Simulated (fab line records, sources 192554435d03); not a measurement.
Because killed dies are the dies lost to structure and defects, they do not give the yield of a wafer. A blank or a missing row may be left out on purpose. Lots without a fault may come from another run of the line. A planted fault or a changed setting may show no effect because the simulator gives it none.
Comparing a struck lot with a sound one -- flow n5_finfet -- 29 steps out of a route of 1938
Sound: these wafers, L508.1, L508.3, L508.6. The struck wafers were L509.1, L509.6. The cause comes at the end.
Order at every step that has rows: each side's tool, ch and its chambers, its first start. Under that, the readings that differ: sound wafers -- struck wafers -- difference of the means -- sigmas: that difference in standard deviations of wafers without a fault.
alike: readings whose means differ by less than 2 such deviations, and words and numbers that are the same on both sides. not compared: withheld readings, readings that some wafer has no value for, bounds like >300 that may hide the same value, and numbers for which the record gives no deviation and whose values overlap.
A row with sigmas, a row that says differs or no value, or rows on one side alone: a step with any of these is where the two part. Non-overlapping numbers with no deviation appear without sigmas and do not part them. A reading that every wafer of one side lacks parts them only if that side has two wafers or more.

first, 9 steps without rows for these wafers: N5_BEOL_M15_COAT_22 (resist thk 800 nm); N5_BEOL_M15_EBR_24; N5_BEOL_M15_SOFTBAKE_23 (time 60 s); N5_BEOL_M15_EXPOSE_25 (exposes mask M15, target cd 400 nm); N5_BEOL_M15_PEB_26 (peb time 90 s); N5_BEOL_M15_DEVELOP_27 (develop time 45 s); N5_BEOL_M15_HARDBAKE_32 (time 120 s); N5_BEOL_M15_DESCUM_33 (chemistry O2, time 7.9 s); N5_BEOL_M15_ETCH_61 (etches BARC in N2/H2, target depth 89 nm, overetch 26.7 nm, time 67.9 s).
N5_BEOL_M15_TRENCH_ETCH_34: etches SiO2 in C4F8/O2/Ar, target depth 872.93 nm, time 199 s.
  sound on rie_diel-03 ch 1,3, day 16 17:05; struck on rie_diel-03 ch 0,1, day 17 09:23
reading,sound,struck,difference,sigmas
model.etch.depth_nm (nm),847.7 850.4 855.5,657.2 657.2,-194.0,
model.coat_of_BEOL_M15_COAT_22.thk_nm (nm),547.8 543.6 545.8,584.2 586.6,+39.7,
  alike: chamber_pressure_mTorr, drypump_motor_current_A, mfc_ar_sccm, oes_product_au, rf_vpp_V, showerhead_plenum_p_Torr, throttle_valve_pct
  not compared: rf_hours_counter_h
then, 13 steps without rows for these wafers: N5_BEOL_M15_STRIP_36 (strips in O2); N5_BEOL_M15_STRIP_62 (strips in O2); N5_BEOL_M15_STRIP_37 (strips in O2); N5_BEOL_M15_ETCH_38 (etches SiCN in CF4/N2, target depth 106.4 nm, time 120.5 s); N5_BEOL_M15_PRECLEAN_39 (cleans in residue remover, time 60 s); N5_BEOL_M15_SRD_40 (time 30 s, dry time 30 s); N5_BEOL_M15_DEGAS_41 (time 60 s); N5_BEOL_M15_PRE_CLEAN_42 (time 30 s); N5_BEOL_M15_SPUTTER_43 (material TaN, target thk 15 nm, time 24.19 s); N5_BEOL_M15_SPUTTER_44 (material Ta, target thk 15 nm, time 24.19 s); N5_BEOL_M15_SPUTTER_45 (material Cu, target thk 100 nm, time 16.67 s); N5_BEOL_M15_ECD_47 (material Cu, target thk 1860 nm); N5_BEOL_M15_ANNEAL_48 (time 90 s).
N5_BEOL_M15_CMP_49: polishes, stops on SiO2, t overpolish 4.9 s, target thk 850 nm.
  sound on cmp-01 ch 1,2, day 16 21:04; struck on cmp-02 ch 1, day 17 16:20
reading,sound,struck,difference,sigmas
model.Cu_of_BEOL_M15_ECD_47.thk_nm (nm),825.2 829 832.4,636.8 636.8,-192.1,
  alike: motor_current_A
N5_BEOL_M15_THK_MEAS_50: measures by xrf.
  struck on film_metro-02, day 17 16:38; sound on film_metro-01, day 16 21:22
reading,sound,struck,difference,sigmas
M15_THK (nm),846 849 851,644 641,-206,-19
then, 2 steps without rows for these wafers: N5_BEOL_M15_PRE_CLEAN_52 (time 15 s); N5_BEOL_M15_DEP_53 (deposits SiCN from 3MS/NH3, target thk 50 nm, time 17.8 s).
N5_BEOL_M15_RS_MEAS_54: uses a four-point probe to measure.
  struck on film_metro-02, day 17 16:46; sound on film_metro-01, day 16 21:29
reading,sound,struck,difference,sigmas
M15_RS (ohm/sq),0.02222 0.0221 0.02204,0.02887 0.02894,+0.00678,+26
N5_PASSIVATION_PROBE_49:
  struck on prober-01, day 18 12:19; sound on prober-02, day 17 11:49
  alike: defect_limited_yield, killed_at_M0_to_M3, killed_at_M4_up, killed_at_contacts, killed_at_front_end, killed_at_other, killed_dies, killed_on_rim, killed_open, killed_short, sort_bin_5_function, sort_bin_6_memory, sort_n_pass
  not compared: sort_bin_8_speed

## WHERE THEY PART
Last at N5_BEOL_M15_RS_MEAS_54 as far as this record goes, first at N5_BEOL_M15_THK_MEAS_50. Later steps at which nothing parts them and some readings are alike: N5_PASSIVATION_PROBE_49.

WHY: whatever the simulator had introduced
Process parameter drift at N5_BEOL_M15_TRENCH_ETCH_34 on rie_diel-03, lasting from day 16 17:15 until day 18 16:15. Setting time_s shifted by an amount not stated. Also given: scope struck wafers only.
